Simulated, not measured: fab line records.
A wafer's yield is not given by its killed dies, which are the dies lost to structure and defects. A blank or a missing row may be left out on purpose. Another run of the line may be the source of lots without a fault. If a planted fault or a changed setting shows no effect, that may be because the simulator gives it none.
fab line records	flow n5Finfet
record lots=6	wafers=17	lastDay=16
route steps=1938 shown FIN_CUT@157 BEOL_M4@1111 PASSIVATION@1936
lots that met no fault: from a run of the same line without faults
startH: hours from the record's opening day to when the first of the lot's shown wafers began	waitH: hours elapsed since this lot's preceding step	" identical to the entry in the row above	L1.1+2: a row that stands for several wafers	- either no value or no given start	* or withheld: withheld	< > ~ a bound
route shown NAME@n: NAME is a module with steps in the file, n the number in the route of the first one	usual: mean and standard deviation over wafers with no fault	same: alike in all rows	chamber/n: place in a boat	sites: each site's reading	_std_site: standard deviation across them	_edge_site: inner sites' mean taken away from outer sites' mean	radiusMm: how far each site lies from the wafer's centre	mask NAME#n: copy n	behind: the tool/chamber that last shaped the wafer	hold: the reason the lot was held/the length of the hold in hours/how it ended	device: names the non-switching transistor (n, p or np)	end of line: the route-end tests of the same wafers	a step without rows: its recipe alone	killed: dies that structure and defects cost at the first sort, which is not the same as the wafer's yield	map: dies across one wafer; x = killed, . = not, _ = none there
set.NAME: the setting that was run; set.NAME@STEP: the one run at that earlier step	model.NAME: the simulator's own value behind a step, which no gauge read
lots seen at some steps along the route; tables by step, rows by wafer
services: a tool's chamber out of use, with start hour (startH, from the record's first day; less than 0 if before it), hours out, and reason
## steps
# step N5_FIN_CUT_COAT_02
# recipe resist=CAR-EUV	spinRpm=1500	resistThkNm=30
# step N5_FIN_CUT_EBR_04
# recipe solvent=PGMEA	ebrWidthMm=1.5
# step N5_FIN_CUT_SOFTBAKE_03
# recipe tempC=110	timeS=60	resist=CAR-EUV
# step N5_FIN_CUT_EXPOSE_05
# recipe maskId=FIN_CUT	na=0.33	sourceShape=annular	sigmaInner=0.35	sigmaOuter=0.8	polarization=unpolarized	doseMj=45.75
# step N5_FIN_CUT_PEB_06
# recipe pebTempC=100	pebTimeS=60	resist=CAR-EUV
# step N5_FIN_CUT_DEVELOP_07
# recipe developTimeS=30	developer=TMAH	resist=CAR-EUV	rinseLiquid=surfactantRinse	dry=airSpin	devTempC=23
# step N5_FIN_CUT_CD_MEAS_08
# recipe targetCdNm=29.1	landingEnergyEv=500	detector=seInlens	polarity=opening
# usual cdNm=29.19/0.24
lot.wafer	tool	chamber	startH	waitH	cdNm
L846.2	cdSem-02	0	86.75	-	29.08
L846.5	"	0	"	"	29.29
L847.3	cdSem-02	0	95.54	-	29.24
L847.4	"	0	"	"	28.69
L847.5	"	0	"	"	29.39
L849.4	cdSem-02	0	107.02	-	29.49
L849.5	"	0	"	"	29.23
L849.6	"	0	"	"	29.37
L851.3	cdSem-01	0	117.70	-	28.82
L851.4	"	0	"	"	29.14
L851.6	"	0	"	"	29.35
L852.1	cdSem-02	0	122.82	-	29.09
L852.3	"	0	"	"	28.97
L852.5	"	0	"	"	29.03
L854.4	cdSem-01	0	135.23	-	29.28
L854.5	"	0	"	"	28.75
L854.6	"	0	"	"	29.59
# step N5_FIN_CUT_OVL_MEAS_09
# recipe pointsPerWafer=522
# usual FIN_CUT_OVL=-0.3/0.8
lot.wafer	tool	chamber	startH	waitH	FIN_CUT_OVL[nm]
L846.2	overlay-02	0	86.78	0.0	0.0
L846.5	"	0	"	"	-0.5
L847.3	overlay-02	0	95.58	0.0	0.3
L847.4	"	0	"	"	-1.7
L847.5	"	0	"	"	-1.1
L849.4	overlay-02	0	107.06	0.0	-0.3
L849.5	"	0	"	"	-1.4
L849.6	"	0	"	"	-0.4
L851.3	overlay-01	0	117.74	0.0	-1.5
L851.4	"	0	"	"	-0.4
L851.6	"	0	"	"	-0.6
L852.1	overlay-02	0	122.85	0.0	0.3
L852.3	"	0	"	"	1.3
L852.5	"	0	"	"	-0.1
L854.4	overlay-01	0	135.28	0.0	0.3
L854.5	"	0	"	"	-0.3
L854.6	"	0	"	"	-0.3
# step N5_FIN_CUT_INSPECT_10
# recipe mode=adi	inspectInstrument=brightfield
# usual rawDefectCount=38/9.3
lot.wafer	tool	chamber	startH	waitH	rawDefectCount
L846.2	defectInspect-02	-	86.84	0.0	32
L846.5	"	-	"	"	30
L847.3	defectInspect-01	-	95.63	0.0	40
L847.4	"	-	"	"	30
L847.5	"	-	"	"	26
L849.4	defectInspect-01	-	107.10	0.0	32
L849.5	"	-	"	"	41
L849.6	"	-	"	"	40
L851.3	defectInspect-01	-	117.79	0.0	51
L851.4	"	-	"	"	39
L851.6	"	-	"	"	41
L852.1	defectInspect-01	-	122.91	0.1	42
L852.3	"	-	"	"	47
L852.5	"	-	"	"	39
L854.4	defectInspect-01	-	135.32	0.0	63
L854.5	"	-	"	"	52
L854.6	"	-	"	"	27
# step N5_FIN_CUT_DESCUM_13
# recipe chemistry=O2	timeS=7	sourcePowerW=50	biasPowerW=20	pressureMtorr=20	rfFrequencyHz=2.712e+07	tempC=40	resist=CAR-EUV	o2FlowSccm=225
# usual drypumpMotorCurrentA=5.7/0.38	oesProductAu=0.76/0.063	rfVppV=242.9/1.1	showerheadPlenumPTorr=2.08/0.051	throttleValvePct=20.43/0.25
lot.wafer	tool	chamber	startH	waitH	drypumpMotorCurrentA	oesProductAu	rfHoursCounterH	rfVppV	showerheadPlenumPTorr	throttleValvePct
L846.2	rieDiel-01	0	87.25	0.4	5.7	0.71	211	242.9	2.10	20.51
L846.5	"	1	"	"	5.5	0.75	-	242.5	2.09	20.49
L847.3	rieDiel-01	3	95.69	0.1	5.4	0.74	144	244.4	2.09	20.42
L847.4	"	0	"	"	5.7	0.71	212	241.8	2.10	20.52
L847.5	"	0	"	"	5.7	0.70	-	243.2	2.10	20.52
L849.4	rieDiel-02	2	107.13	0.0	5.2	0.71	174	243.0	2.09	20.64
L849.5	"	2	"	"	5.1	0.71	-	243.8	2.09	20.61
L849.6	"	3	"	"	5.3	0.82	-	242.1	2.10	19.86
L851.3	rieDiel-02	0	117.82	0.0	6.3	0.75	180	241.2	2.04	20.54
L851.4	"	2	"	"	5.1	0.71	178	243.9	2.09	20.63
L851.6	"	1	"	"	5.8	1.00	-	243.5	2.06	20.17
L852.1	rieDiel-02	2	122.99	0.1	5.2	0.71	179	241.6	2.09	20.62
L852.3	"	0	"	"	6.3	0.74	181	242.9	2.04	20.56
L852.5	"	3	"	"	5.4	0.82	-	243.5	2.10	19.88
L854.4	rieDiel-03	3	135.35	0.0	5.8	0.73	178	242.0	2.00	20.53
L854.5	"	0	"	"	5.7	0.74	-	244.8	2.20	20.69
L854.6	"	3	"	"	5.7	0.73	-	240.3	2.00	20.49
# step N5_FIN_CUT_ETCH_30
# recipe chemistry=N2/H2	target=underlayer	targetDepthA=130	maskMaterial=CAR-EUV	timeS=10.4	ionEnergyEv=200	pressureMtorr=30	sourceW=840	biasW=150	n2FlowSccm=200	h2FlowSccm=200	ends=cleared
# usual drypumpMotorCurrentA=5.7/0.38	etchRfOnTimeS=10.3/0.37	h2FlowSccm=200.0/0.61	oesProductAu=0.66/0.054	rfVppV=523.4/1.9	showerheadPlenumPTorr=2.52/0.065	throttleValvePct=17.9/0.3
lot.wafer	tool	chamber	startH	waitH	drypumpMotorCurrentA	etchRfOnTimeS	h2FlowSccm	oesProductAu	rfHoursCounterH	rfVppV	showerheadPlenumPTorr	throttleValvePct
L846.2	rieDiel-01	0	87.28	0.0	5.7	9.9	200.9	0.62	211	525.2	2.52	17.7
L846.5	"	1	"	"	5.5	10.1	200.3	0.65	-	521.7	2.53	17.9
L847.3	rieDiel-01	3	95.72	0.0	5.4	11.2	199.4	0.63	144	525.6	2.54	17.9
L847.4	"	0	"	"	5.7	10.0	200.2	0.62	212	524.1	2.52	17.7
L847.5	"	0	"	"	5.6	9.9	199.2	0.62	-	522.9	2.52	17.7
L849.4	rieDiel-02	2	107.17	0.0	5.2	10.1	199.7	0.61	174	524.9	2.53	18.0
L849.5	"	2	"	"	5.2	10.1	200.8	0.62	-	522.7	2.53	18.0
L849.6	"	3	"	"	5.4	10.4	200.1	0.71	-	524.2	2.56	17.4
L851.3	rieDiel-02	0	117.86	0.0	6.3	10.6	200.1	0.62	180	523.0	2.56	18.5
L851.4	"	2	"	"	5.1	10.1	199.9	0.62	178	525.7	2.53	18.0
L851.6	"	1	"	"	5.8	10.3	200.9	0.85	-	522.4	2.49	17.5
L852.1	rieDiel-02	2	123.02	0.0	5.2	10.2	200.3	0.61	179	523.0	2.53	18.0
L852.3	"	0	"	"	6.2	10.6	199.7	0.63	181	523.8	2.56	18.5
L852.5	"	3	"	"	5.4	10.5	199.6	0.70	-	523.6	2.56	17.4
L854.4	rieDiel-03	3	135.38	0.0	5.8	10.0	200.6	0.64	178	522.8	2.40	17.6
L854.5	"	0	"	"	5.7	11.1	200.9	0.62	-	525.6	2.64	17.8
L854.6	"	3	"	"	5.7	10.1	200.7	0.64	-	521.4	2.40	17.7
# step N5_FIN_CUT_ETCH_20
# recipe chemistry=CF4	target=SiARC	targetDepthA=260	maskMaterial=CAR-EUV	timeS=43.3	ionEnergyEv=80	pressureMtorr=40	sourceW=545	biasW=36	Ar_flow_sccm=100	cf4FlowSccm=100	ends=cleared
# usual drypumpMotorCurrentA=5.7/0.38	etchRfOnTimeS=43.0/1.7	oesProductAu=0.65/0.053	rfVppV=183.9/0.95	showerheadPlenumPTorr=2.13/0.051	throttleValvePct=15.67/0.26
lot.wafer	tool	chamber	startH	waitH	drypumpMotorCurrentA	etchRfOnTimeS	oesProductAu	rfHoursCounterH	rfVppV	showerheadPlenumPTorr	throttleValvePct
L846.2	rieDiel-01	0	87.30	0.0	5.7	41.8	0.62	211	184.1	2.12	15.57
L846.5	"	1	"	"	5.5	41.9	0.65	-	183.4	2.15	15.83
L847.3	rieDiel-01	3	95.74	0.0	5.4	46.8	0.62	144	183.4	2.15	15.71
L847.4	"	0	"	"	5.6	41.7	0.62	212	185.4	2.12	15.58
L847.5	"	0	"	"	5.6	42.0	0.61	-	185.4	2.12	15.57
L849.4	rieDiel-02	2	107.19	0.0	5.1	42.4	0.62	174	184.2	2.12	15.77
L849.5	"	2	"	"	5.1	42.6	0.61	-	183.6	2.12	15.78
L849.6	"	3	"	"	5.3	43.8	0.70	-	185.1	2.15	15.10
L851.3	rieDiel-02	0	117.88	0.0	6.3	43.7	0.63	180	183.7	2.15	16.04
L851.4	"	2	"	"	5.2	42.4	0.61	178	183.9	2.12	15.79
L851.6	"	1	"	"	5.8	42.6	0.85	-	184.7	2.12	15.40
L852.1	rieDiel-02	2	123.04	0.0	5.1	42.2	0.61	179	184.1	2.12	15.79
L852.3	"	0	"	"	6.3	44.1	0.63	181	183.3	2.15	16.03
L852.5	"	3	"	"	5.3	44.0	0.70	-	183.6	2.15	15.11
L854.4	rieDiel-03	3	135.40	0.0	5.7	41.6	0.64	178	182.6	2.04	15.62
L854.5	"	0	"	"	5.7	46.6	0.61	-	185.0	2.20	15.62
L854.6	"	3	"	"	5.7	41.9	0.64	-	184.9	2.04	15.63
# step N5_FIN_CUT_ETCH_21
# recipe chemistry=N2/H2	target=SOC	targetDepthA=2190	overetchA=438	maskMaterial=SiARC	tempC=40	ionEnergyEv=100	biasW=61	timeS=523.5	pressureMtorr=30	sourceW=850	n2FlowSccm=200	h2FlowSccm=200
# usual drypumpMotorCurrentA=5.7/0.38	h2FlowSccm=200.1/0.57	oesProductAu=0.70/0.058	rfVppV=240.6/1.2	showerheadPlenumPTorr=2.52/0.065	throttleValvePct=17.8/0.3
lot.wafer	tool	chamber	startH	waitH	drypumpMotorCurrentA	h2FlowSccm	oesProductAu	rfHoursCounterH	rfVppV	showerheadPlenumPTorr	throttleValvePct
L846.2	rieDiel-01	0	87.34	0.0	5.7	200.5	0.65	211	241.5	2.52	17.6
L846.5	"	1	"	"	5.5	200.6	0.69	-	241.5	2.53	17.9
L847.3	rieDiel-01	3	95.78	0.0	5.4	200.3	0.70	144	241.0	2.54	17.8
L847.4	"	0	"	"	5.7	200.9	0.65	212	239.3	2.52	17.6
L847.5	"	0	"	"	5.7	201.1	0.65	-	241.1	2.52	17.6
L849.4	rieDiel-02	2	107.23	0.0	5.2	199.5	0.65	174	241.0	2.53	17.9
L849.5	"	2	"	"	5.2	199.7	0.64	-	240.3	2.54	17.9
L849.6	"	3	"	"	5.4	200.4	0.76	-	239.7	2.56	17.3
L851.3	rieDiel-02	0	117.91	0.0	6.3	219.2	0.69	180	242.2	2.62	19.2
L851.4	"	2	"	"	5.2	219.4	0.65	178	240.7	2.59	18.5
L851.6	"	1	"	"	5.8	220.2	0.90	-	240.8	2.55	18.1
L852.1	rieDiel-02	2	123.08	0.0	5.1	220.4	0.66	179	240.6	2.59	18.5
L852.3	"	0	"	"	6.3	220.4	0.68	181	239.5	2.62	19.2
L852.5	"	3	"	"	5.3	219.4	0.77	-	241.3	2.62	18.0
L854.4	rieDiel-03	3	135.44	0.0	5.7	200.0	0.67	178	239.5	2.40	17.6
L854.5	"	0	"	"	5.7	198.8	0.69	-	242.4	2.64	17.8
L854.6	"	3	"	"	5.8	199.9	0.68	-	239.4	2.40	17.6
# step N5_FIN_CUT_STRIP_23
# recipe chemistry=N2/H2	tempC=40	n2FlowSccm=200	h2FlowSccm=200	rfFrequencyHz=6e+07
# step N5_BEOL_M4_RC_MEAS_101
# usual DIBL_N=37.5/2	DIBL_P=37.5/2.5	IOFF_N=0.18/0.042	IOFF_P=0.24/0.046	ION_N=677/15	ION_P=464/9.5	SS_N=72.0/0.76	SS_P=73.6/0.79	VT_N=249/3.5	VT_P=-249/3.2
lot.wafer	tool	chamber	startH	waitH	DIBL_N[mV/V]	DIBL_P[mV/V]	IOFF_N[nA/um]	IOFF_P[nA/um]	ION_N[uA/um]	ION_P[uA/um]	SS_N[mV/dec]	SS_P[mV/dec]	VT_N[mV]	VT_P[mV]
L846.2	prober-01	0	225.04	0.2	40.0	42.0	0.24	0.31	682	461	72.6	75.7	247	-248
L846.5	"	0	"	"	37.6	39.6	0.19	0.26	683	468	71.8	73.9	250	-248
L847.3	prober-01	0	228.52	0.3	37.1	39.9	0.19	0.23	687	469	72.2	73.7	250	-249
L847.4	"	0	"	"	36.6	39.2	0.17	0.24	644	444	72.4	75.0	255	-252
L847.5	"	0	"	"	38.6	40.8	0.21	0.24	695	468	72.7	74.7	247	-250
L849.4	prober-02	0	247.66	0.5	38.5	38.1	0.20	0.23	670	453	73.3	74.0	248	-253
L849.5	"	0	"	"	38.6	39.0	0.20	0.24	684	460	72.6	74.3	249	-250
L849.6	"	0	"	"	36.4	36.3	0.17	0.21	672	459	71.6	73.0	253	-252
L851.3	prober-01	0	248.52	0.3	39.5	39.5	0.21	0.27	694	472	72.1	73.6	245	-245
L851.4	"	0	"	"	35.8	34.5	0.14	0.19	670	461	71.5	73.6	251	-251
L851.6	"	0	"	"	39.7	40.4	0.23	0.30	692	472	71.9	74.5	245	-247
L852.1	prober-02	0	253.38	0.0	37.7	36.9	0.17	0.22	665	458	71.9	73.0	252	-251
L852.3	"	0	"	"	36.1	35.2	0.13	0.19	656	453	71.2	72.4	256	-253
L852.5	"	0	"	"	38.3	38.4	0.19	0.23	703	482	71.4	73.3	246	-247
L854.4	prober-01	0	274.13	0.5	40.1	39.0	0.21	0.26	674	465	72.5	73.9	246	-244
L854.5	"	0	"	"	40.2	38.9	0.20	0.27	671	464	72.6	74.6	248	-246
L854.6	"	0	"	"	38.5	38.0	0.18	0.27	680	470	72.1	73.4	248	-247
# step N5_PASSIVATION_PROBE_49
# usual defectLimitedYield=91.8/1.5	killed_at_M0_to_M3=33/11	killed_at_M4_up=13/5	killedAtContacts=11/5.6	killedAtFrontEnd=36/12	killedAtOther=3.4/2.5	killedDies=97/18	killedOpen=64/13	killedShort=31/6.9	sort_bin_5_function=4.8/1	sort_bin_6_memory=3.1/0.64	sortNPass=1083/18	sortYieldPct=91.8/1.5
# same grossDies=1180	killedAtBackSide=0	sort_bin_4_leakage[%]=0	sort_bin_8_speed[%]=0
lot.wafer	tool	chamber	startH	waitH	defectLimitedYield[%]	killed_at_M0_to_M3	killed_at_M4_up	killedAtContacts	killedAtFrontEnd	killedAtOther	killedDies	killedOpen	killedShort	sort_bin_5_function[%]	sort_bin_6_memory[%]	sortNPass	sortYieldPct[%]
L846.2	prober-01	-	325.50	0.1	91.2	34	17	15	36	2	104	68	32	5.3	3.1	1076	91.2
L846.5	prober-01	-	325.65	0.2	90.4	36	17	18	41	1	113	68	43	5.7	3.3	1067	90.4
L847.3	prober-01	-	327.84	0.4	89.0	42	27	6	47	8	130	87	42	6.9	3.7	1050	89.0
L847.4	prober-01	-	327.89	0.5	91.9	27	17	11	35	5	95	56	39	4.8	3.1	1085	91.9
L847.5	prober-01	-	327.94	0.5	92.4	29	9	11	36	5	90	57	33	4.2	3.3	1090	92.4
L849.4	prober-02	-	348.07	0.2	90.8	40	18	17	29	4	108	72	33	5.8	2.9	1072	90.8
L849.5	prober-02	-	348.12	0.2	91.8	24	17	23	30	3	97	63	31	5.3	2.5	1083	91.8
L849.6	prober-02	-	348.17	0.3	91.9	22	14	20	34	6	96	60	34	4.9	3.1	1084	91.9
L851.3	prober-02	-	352.75	0.1	90.1	42	14	7	53	1	117	82	35	5.8	3.6	1063	90.1
L851.4	prober-02	-	352.80	0.2	86.5	43	15	6	93	2	159	119	38	7.5	5.6	1021	86.5
L851.6	prober-02	-	352.90	0.3	88.4	34	20	3	73	7	137	92	41	6.2	5.0	1043	88.4
L852.1	prober-01	-	370.17	0.0	92.8	24	14	15	29	3	85	53	28	3.8	3.1	1095	92.8
L852.3	prober-01	-	370.27	0.1	92.7	30	17	8	30	1	86	52	31	4.7	2.6	1094	92.7
L852.5	prober-01	-	370.37	0.2	90.1	47	17	13	38	2	117	84	33	5.6	3.9	1063	90.1
L854.4	prober-01	-	374.10	0.2	93.1	19	3	12	41	6	81	51	29	3.3	3.1	1099	93.1
L854.5	prober-01	-	374.15	0.2	93.5	12	12	5	45	3	77	35	30	3.1	2.6	1103	93.5
L854.6	prober-01	-	374.20	0.3	90.9	39	18	10	33	7	107	58	43	5.3	2.8	1073	90.9
# killed by level:class
L846.2 MOL_CONTACT_COAG:geometricParticle:open=12 FIN_SAQP:geometricParticle:open=11 BEOL_M0_SAQP:geometricParticle:open=8 BEOL_M0_SAQP:geometricParticle:short=7 BEOL_M2:geometricParticle:open=7 FIN_SAQP:geometricParticle:short=5 BEOL_M1:geometricParticle:open=5 BEOL_M5:geometricParticle:open=5
L846.5 STI_FIN_REVEAL:geometricParticle:open=14 MOL_CONTACT_COAG:geometricParticle:open=12 BEOL_M4:geometricParticle:open=11 BEOL_M0_SAQP:geometricParticle:short=10 BEOL_M3:geometricParticle:open=8 FIN_SAQP:geometricParticle:short=7 FIN_SAQP:geometricParticle:open=6 MOL_CONTACT_COAG:geometricParticle:short=6
L847.3 BEOL_M3:geometricParticle:open=11 FIN_SAQP:geometricParticle:short=9 FIN_SAQP:geometricParticle:open=9 STI_FIN_REVEAL:geometricParticle:open=9 BEOL_M1:geometricParticle:open=8 BEOL_M0_SAQP:geometricParticle:open=7 BEOL_M4:geometricParticle:open=7 MOL_CONTACT_COAG:geometricParticle:open=5
L847.4 FIN_SAQP:geometricParticle:short=12 BEOL_M0_SAQP:geometricParticle:open=10 BEOL_M4:geometricParticle:open=8 STI_FIN_REVEAL:geometricParticle:open=6 MOL_CONTACT_COAG:geometricParticle:open=6 MOL_CONTACT_COAG:geometricParticle:short=5 BEOL_M0_SAQP:geometricParticle:short=5 FIN_SAQP:geometricParticle:open=4
L847.5 STI_FIN_REVEAL:geometricParticle:open=12 MOL_CONTACT_COAG:geometricParticle:open=9 BEOL_M0_SAQP:geometricParticle:open=8 BEOL_M0_SAQP:geometricParticle:short=8 FIN_SAQP:geometricParticle:open=5 FIN_SAQP:geometricParticle:short=5 BEOL_M1:geometricParticle:open=4 BEOL_M4:geometricParticle:open=4
L849.4 BEOL_M0_SAQP:geometricParticle:short=15 BEOL_M0_SAQP:geometricParticle:open=13 MOL_CONTACT_COAG:geometricParticle:open=10 BEOL_M1:geometricParticle:open=8 FIN_SAQP:geometricParticle:open=7 STI_FIN_REVEAL:geometricParticle:open=7 BEOL_M4:geometricParticle:open=6 MOL_CONTACT_COAG:geometricParticle:short=5
L849.5 MOL_CONTACT_COAG:geometricParticle:open=18 BEOL_M0_SAQP:geometricParticle:short=8 BEOL_M0_SAQP:geometricParticle:open=7 FIN_SAQP:geometricParticle:open=6 DUMMY_GATE:geometricParticle:open=6 MOL_CONTACT_COAG:geometricParticle:short=5 FIN_SAQP:geometricParticle:short=4 STI_FIN_REVEAL:geometricParticle:open=4
L849.6 MOL_CONTACT_COAG:geometricParticle:open=17 BEOL_M0_SAQP:geometricParticle:open=11 FIN_SAQP:geometricParticle:short=10 FIN_SAQP:geometricParticle:open=8 BEOL_M0_SAQP:geometricParticle:short=8 DUMMY_GATE:geometricParticle:open=6 BEOL_M5:geometricParticle:open=4 BEOL_M4:geometricParticle:open=3
L851.3 STI_FIN_REVEAL:geometricParticle:open=13 FIN_SAQP:geometricParticle:open=13 FIN_SAQP:geometricParticle:short=12 BEOL_M0_SAQP:geometricParticle:open=9 BEOL_M3:geometricParticle:open=9 BEOL_M4:geometricParticle:open=8 MOL_CONTACT_COAG:geometricParticle:open=7 BEOL_M0_SAQP:geometricParticle:short=7
L851.4 FIN_SAQP:geometricParticle:open=40 FIN_SAQP:geometricParticle:short=12 GATE_CUT:geometricParticle:open=11 BEOL_M2:geometricParticle:open=11 BEOL_M0_SAQP:geometricParticle:open=9 DUMMY_GATE:geometricParticle:open=8 GATE_CUT:geometricParticle:short=8 BEOL_M1:geometricParticle:open=7
L851.6 STI_FIN_REVEAL:geometricParticle:open=25 FIN_SAQP:geometricParticle:open=16 BEOL_M4:geometricParticle:open=10 FIN_SAQP:geometricParticle:short=9 GATE_CUT:geometricParticle:short=8 BEOL_M0_SAQP:geometricParticle:open=6 BEOL_M3:geometricParticle:open=6 DUMMY_GATE:geometricParticle:open=5
L852.1 MOL_CONTACT_COAG:geometricParticle:open=12 FIN_SAQP:geometricParticle:short=7 STI_FIN_REVEAL:geometricParticle:open=6 BEOL_M4:geometricParticle:open=6 BEOL_M0_SAQP:geometricParticle:open=5 BEOL_M3:geometricParticle:open=5 BEOL_M0_SAQP:geometricParticle:short=4 FIN_SAQP:geometricParticle:open=3
L852.3 FIN_SAQP:geometricParticle:short=10 FIN_SAQP:geometricParticle:open=7 BEOL_M1:geometricParticle:open=7 MOL_CONTACT_COAG:geometricParticle:open=6 BEOL_M4:geometricParticle:open=6 BEOL_M2:geometricParticle:open=5 BEOL_M0_SAQP:geometricParticle:open=4 BEOL_M0:geometricParticle:open=4
L852.5 BEOL_M1:geometricParticle:open=15 MOL_CONTACT_COAG:geometricParticle:open=12 BEOL_M0_SAQP:geometricParticle:open=11 FIN_SAQP:geometricParticle:short=9 STI_FIN_REVEAL:geometricParticle:open=9 FIN_SAQP:geometricParticle:open=6 BEOL_M0_SAQP:geometricParticle:short=6 BEOL_M3:geometricParticle:open=5
L854.4 FIN_SAQP:geometricParticle:short=15 FIN_SAQP:geometricParticle:open=11 MOL_CONTACT_COAG:geometricParticle:open=8 BEOL_M3:geometricParticle:open=8 STI_FIN_REVEAL:geometricParticle:open=5 STARTING-WAFER:geometricParticle:open=4 MOL_CONTACT_COAG:geometricParticle:short=3 BEOL_M0_SAQP:geometricParticle:open=3
L854.5 FIN_SAQP:geometricParticle:open=11 FIN_SAQP:geometricParticle:short=10 HKMG_FIN:areaEtch=8 GATE_CUT:geometricParticle:short=5 BEOL_M4:geometricParticle:short=5 MOL_CONTACT_COAG:geometricParticle:open=3 BEOL_M2:geometricParticle:open=3 SDB:geometricParticle:short=2
L854.6 BEOL_M3:geometricParticle:open=16 MOL_CONTACT_COAG:geometricParticle:open=9 BEOL_M0:geometricParticle:short=7 FIN_SAQP:geometricParticle:short=5 FIN_SAQP:geometricParticle:open=4 BEOL_M2:geometricParticle:open=4 BEOL_M6:geometricParticle:open=4 HKMG_FIN:areaEtch=4
## services
tool	chamber	startH	hours	kind
rieDiel-02	1	78.97	-	clean
rieDiel-02	1	78.97	-	consumableReplace:focusRing
rieDiel-02	1	78.97	27.7	scheduledDown
rieDiel-02	1	78.97	27.7	ventCycle
rieDiel-01	2	96.68	7.6	repair
## key
firstSign step=N5_FIN_CUT_ETCH_21	reading=h2FlowSccm	direction=up	sigmas=34	usual=200.1	struck=219.8
effect step=N5_FIN_CUT_ETCH_21	reading=throttleValvePct	direction=up	sigmas=2.5	usual=*	struck=*	wafersMoved=4
metAt N5_FIN_CUT_ETCH_21
struckWafers L851.3,L851.4,L851.6,L852.1,L852.3,L852.5
onsetBetween 107.23 117.91
fault kind=processParameterDrift	tool=rieDiel-02	chamber=-	onsetH=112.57	steps=N5_FIN_CUT_ETCH_21	channel=h2FlowSccm	offset=20	shape=step	endH=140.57	actsIn=theseRecipesOnly	stated=200
